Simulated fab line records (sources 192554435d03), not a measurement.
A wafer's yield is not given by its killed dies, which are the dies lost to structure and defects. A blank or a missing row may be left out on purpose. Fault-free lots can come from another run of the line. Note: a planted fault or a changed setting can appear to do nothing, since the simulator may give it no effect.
Split-lot study    flow n5-finfet    route with 1938 steps; 7 lots, 39 wafers read

## ABOUT THE SPLIT
At N5_BEOL_M8_TRENCH_ETCH_37 (etches SiCOH lowk in C4F6/O2, target depth 93.478 nm, time 31.2 s), the setting target-depth-a was moved away from the recipe's 934.78 angstrom on 12 of the 39 wafers read, by -34.8% to +23.3%. This setting was run at the recipe's value on the other wafers.

## FROM THE SPLIT TO THE READING: what the file shows between them, 11 steps
- N5_BEOL_M8_ETCH_41: etches SiCN in CH3F/O2, target depth 31.9 nm, time 57.8 s
- N5_BEOL_M8_STRIP_80: strips in N2/H2, time 10 s
- N5_BEOL_M8_OCD_MEAS_38
- N5_BEOL_M8_HM_STRIP_39: strips TiN in peroxide tin strip, target depth 25 nm, time 158 s
- N5_BEOL_M8_SRD_40: time 30 s
- N5_BEOL_M8_ECD_50: material Cu, target thk 300 nm
- N5_BEOL_M8_ANNEAL_51: time 90 s
- N5_BEOL_M8_CMP_52: polishes, stops on SiCOH lowk, t overpolish 6.9 s, target thk 80 nm
- N5_BEOL_M8_THK_MEAS_53: measures by xrf
- N5_BEOL_M8_PRE_CLEAN_55: time 15 s
- N5_BEOL_M8_DEP_56: deposits SiCN from 3MS/NH3, target thk 10 nm, time 17.5 s

## THE READING
At N5_BEOL_M8_RS_MEAS_57, a four-point-probe measurement gives M8_RS in ohm/sq. On this fab line, fault-free wafers typically give 0.289 ohm/sq with a standard deviation of 0.0077 ohm/sq.

wafer   tool, chamber at the split  target-depth-a as run, angstrom  against the recipe  M8_RS, ohm/sq  against lot-mates on the recipe
L078.1  rie-diel-02, 2              934.78                           recipe              0.296          -
L078.2  rie-diel-02, 1              934.78                           recipe              0.297          -
L078.3  rie-diel-02, 0              934.78                           recipe              0.309          -
L078.4  rie-diel-02, 3              934.78                           recipe              0.297          -
L078.5  rie-diel-02, 3              934.78                           recipe              0.294          -
L078.6  rie-diel-02, 0              934.78                           recipe              0.309          -
L081.1  rie-diel-04, 2              934.78                           recipe              0.288          -
L081.2  rie-diel-04, 1              934.78                           recipe              0.295          -
L081.3  rie-diel-04, 3              1153                             +23.3%              0.221          -0.069
L081.4  rie-diel-04, 0              1153                             +23.3%              0.212          -0.078
L081.5  rie-diel-04, 0              934.78                           recipe              0.286          -
L081.6  rie-diel-04, 1              1153                             +23.3%              0.213          -0.077
L087.1  rie-diel-01, 0              609.9                            -34.8%              0.554          +0.264
L087.2  rie-diel-01, 3              934.78                           recipe              0.292          -
L087.3  rie-diel-01, 2              934.78                           recipe              0.291          -
L087.4  rie-diel-01, 1              609.9                            -34.8%              0.542          +0.252
L087.5  rie-diel-01, 1              934.78                           recipe              0.287          -
L087.6  rie-diel-01, 0              609.9                            -34.8%              0.558          +0.268
L086.1  rie-diel-04, 3              934.78                           recipe              0.290          -
L086.2  rie-diel-04, 2              934.78                           recipe              0.296          -
L086.3  rie-diel-04, 0              934.78                           recipe              0.279          -
L086.4  rie-diel-04, 2              934.78                           recipe              0.296          -
L086.5  rie-diel-04, 0              934.78                           recipe              0.282          -
L086.6  rie-diel-04, 3              934.78                           recipe              0.291          -
L089.1  rie-diel-02, 1              934.78                           recipe              0.293          -
L089.2  rie-diel-02, 2              934.78                           recipe              0.285          -
L089.3  rie-diel-02, 3              934.78                           recipe              0.292          -
L090.1  rie-diel-04, 3              934.78                           recipe              0.296          -
L090.2  rie-diel-04, 1              1145                             +22.5%              0.225          -0.071
L090.3  rie-diel-04, 0              1145                             +22.5%              0.217          -0.079
L090.4  rie-diel-04, 2              934.78                           recipe              0.304          -
L090.5  rie-diel-04, 0              934.78                           recipe              0.287          -
L090.6  rie-diel-04, 3              1145                             +22.5%              0.224          -0.072
L096.1  rie-diel-02, 2              934.78                           recipe              0.276          -
L096.2  rie-diel-02, 1              1105                             +18.2%              0.225          -0.053
L096.3  rie-diel-02, 3              934.78                           recipe              0.278          -
L096.4  rie-diel-02, 3              1105                             +18.2%              0.223          -0.055
L096.5  rie-diel-02, 1              934.78                           recipe              0.281          -
L096.6  rie-diel-02, 2              1105                             +18.2%              0.223          -0.055

THE FIT
A straight line over all 39 wafers: M8_RS changes by -0.00543 ohm/sq for each +1% of target-depth-a; r = -0.95; the points scatter about the line by 0.027 ohm/sq.
The same after taking each lot's own level away (the mean of its wafers on the recipe; 39 wafers): -0.00539 ohm/sq for each +1%; r = -0.94; scatter 0.027 ohm/sq.
That fit puts the effect of the largest move of target-depth-a on the reading at 0.19 ohm/sq.
The span of the lots' own levels, 0.2783 to 0.3003 ohm/sq, comes to 2.9 times the standard deviation stated above.
Hence the lot-to-lot level has little effect on the slope; both slopes agree.
Check: for one of the wafers moved furthest among these (-34.8%), held out of the fit, the line's prediction against its lot-mates is +0.188 ohm/sq. Against them it came out at +0.264 ohm/sq.

## THE WHOLE CHAIN: every reading that the file lists as answering this split, in the file's order
step                       what it does                                                         reading                                                                       change (the file's fit)                r (the file's)
N5_BEOL_M8_TRENCH_ETCH_37  etches SiCOH lowk in C4F6/O2, target depth 93.478 nm, time 31.2 s    BEOL_M8.feature-depth-nm (the simulator's own value, which no gauge read)     +0.945 nm for each +1% of the setting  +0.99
N5_BEOL_M8_TRENCH_ETCH_37  etches SiCOH lowk in C4F6/O2, target depth 93.478 nm, time 31.2 s    etch.depth-nm (the simulator's own value, which no gauge read)                +0.946 nm for each +1% of the setting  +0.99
N5_BEOL_M8_OCD_MEAS_38                                                                          trench-depth-nm                                                               +0.946 nm for each +1% of the setting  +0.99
N5_BEOL_M8_CMP_52          polishes, stops on SiCOH lowk, t overpolish 6.9 s, target thk 80 nm  Cu_of_BEOL_M8_ECD_50.thk-nm (the simulator's own value, which no gauge read)  +0.951 nm for each +1% of the setting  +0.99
N5_BEOL_M8_THK_MEAS_53     measures by xrf                                                      M8_THK                                                                        +0.943 for each +1% of the setting     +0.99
N5_BEOL_M8_RS_MEAS_57      measures by four-point-probe                                         M8_RS                                                                         -0.0052 for each +1% of the setting    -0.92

## FILE'S OWN FIT
M8_RS changes by -0.0052 ohm/sq for each +1% of target-depth-a, r = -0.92.
